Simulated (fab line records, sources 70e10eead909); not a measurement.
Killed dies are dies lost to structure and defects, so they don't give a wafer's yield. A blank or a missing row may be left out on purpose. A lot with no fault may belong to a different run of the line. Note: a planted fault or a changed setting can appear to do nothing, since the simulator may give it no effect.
Shared-tool check	flow nand_harc	Sampled: 12 lots, 36 wafers

WHAT PROMPTED THE OPENING
On 2 of the 12 lots, a flag is raised at NHARC_A_ONON_D1_THK_MEAS_27 on the reading thk_nm. Fault-free wafers read 999 nm, with a standard deviation of 10.
Rule: flag the lot when none of its wafers has a number, or when each of its wafers that has one lies beyond 4 standard deviations from that mean. The other lots count as sound.

lot	measured	on	thk_nm (nm), wafer by wafer	flag
L978	day 9 01:32	film_metro-02	995 995 996	
L977	day 9 01:40	film_metro-01	677 679 677	FLAGGED
L980	day 10 02:26	film_metro-01	697 696 697	FLAGGED
L985	day 11 03:31	film_metro-01	999 1000 999	
L986	day 11 09:18	film_metro-02	997 997 996	
L990	day 12 02:29	film_metro-01	988 989 990	
L991	day 12 10:08	film_metro-01	990 989 990	
L992	day 12 17:34	film_metro-01	1008 1008 1008	
L993	day 13 02:22	film_metro-01	1001 1001 1003	
L994	day 13 02:22	film_metro-01	1009 1011 1011	
L995	day 13 21:06	film_metro-02	998 996 998	
L996	day 13 21:11	film_metro-02	1000 998 1000	
The mean of the flagged lots' numbers is 687 nm, -312 nm from the usual (-31 standard deviations).

WHICH TOOL RAN EACH LOT
The record holds 2 process steps before the reading, out of a route of 1159 steps. Cell contents, in order: the tool; ch with the chambers the sampled wafers went through; the start.
lot	flag	NHARC_A_ZERO_WELL_DESCUM_12	NHARC_A_ONON_D1_DEP_25
L978		rie_diel-12 ch 0,2,3, day 7 15:22	pecvd_onon-03 ch 0, day 9 01:02
L977	FLAGGED	rie_diel-11 ch 1,2,3, day 7 13:43	pecvd_onon-04 ch 0, day 9 01:14
L980	FLAGGED	rie_diel-06 ch 0,3, day 8 15:36	pecvd_onon-04 ch 0, day 10 02:02
L985		rie_diel-11 ch 0,1,3, day 9 15:43	pecvd_onon-03 ch 0, day 11 03:04
L986		rie_diel-11 ch 0,1,3, day 9 17:31	pecvd_onon-02 ch 0, day 11 08:48
L990		rie_diel-12 ch 1,2, day 10 16:08	pecvd_onon-02 ch 0, day 12 02:05
L991		rie_diel-12 ch 0,2, day 10 22:32	pecvd_onon-04 ch 0, day 12 09:41
L992		rie_diel-12 ch 1,2,3, day 11 07:42	pecvd_onon-04 ch 0, day 12 17:07
L993		rie_diel-11 ch 1,2, day 11 13:28	pecvd_onon-03 ch 0, day 13 01:51
L994		rie_diel-12 ch 0,1, day 11 13:04	pecvd_onon-04 ch 0, day 13 01:52
L995		rie_diel-12 ch 0,2,3, day 12 09:44	pecvd_onon-03 ch 0, day 13 20:35
L996		rie_diel-11 ch 0,2,3, day 12 10:19	pecvd_onon-04 ch 0, day 13 20:40
What these steps do:
- NHARC_A_ZERO_WELL_DESCUM_12: chemistry O2, time 3 s.
- NHARC_A_ONON_D1_DEP_25: target thk 1000 nm.
- NHARC_A_ONON_D1_THK_MEAS_27: measures by ellipsometry.

FLAGGED OVER TOTAL, TOOL BY TOOL (the gauges that took the reading come last)
step	tool	lots run	flagged	share of the flagged lots	sound lots run after its first flagged lot
NHARC_A_ZERO_WELL_DESCUM_12	rie_diel-06	1	1	some	0
NHARC_A_ZERO_WELL_DESCUM_12	rie_diel-11	5	1	some	4 (L985,L986,L993,L996)
NHARC_A_ZERO_WELL_DESCUM_12	rie_diel-12	6	0	none	-
NHARC_A_ONON_D1_DEP_25	pecvd_onon-02	2	0	none	-
NHARC_A_ONON_D1_DEP_25	pecvd_onon-03	4	0	none	-
NHARC_A_ONON_D1_DEP_25	pecvd_onon-04	6	2	all	4 (L991,L992,L994,L996)
NHARC_A_ONON_D1_THK_MEAS_27	film_metro-01	8	2	all	6 (L985,L990,L991,L992,L993,L994)
NHARC_A_ONON_D1_THK_MEAS_27	film_metro-02	4	0	none	-

WHAT THE TABLE ALLOWS
pecvd_onon-04 at NHARC_A_ONON_D1_DEP_25 and film_metro-01 at NHARC_A_ONON_D1_THK_MEAS_27 are the 2 rows of the table that ran each flagged lot.
- pecvd_onon-04 at NHARC_A_ONON_D1_DEP_25 ran 6 lots, 2 of them flagged. Sound lots followed the first flagged one (L991, L992, L994, L996) on it, something a lasting fault affecting the whole tool could not allow.
- film_metro-01 at NHARC_A_ONON_D1_THK_MEAS_27 ran 8 lots, 2 of them flagged. Sound lots followed the first flagged one (L985, L990, L991, L992, L993, L994) on it, something a lasting fault affecting the whole tool could not allow.
Not one row of the table ran every flagged lot while running no sound lot after the first.

WHAT WAS PUT IN BY THE SIMULATOR
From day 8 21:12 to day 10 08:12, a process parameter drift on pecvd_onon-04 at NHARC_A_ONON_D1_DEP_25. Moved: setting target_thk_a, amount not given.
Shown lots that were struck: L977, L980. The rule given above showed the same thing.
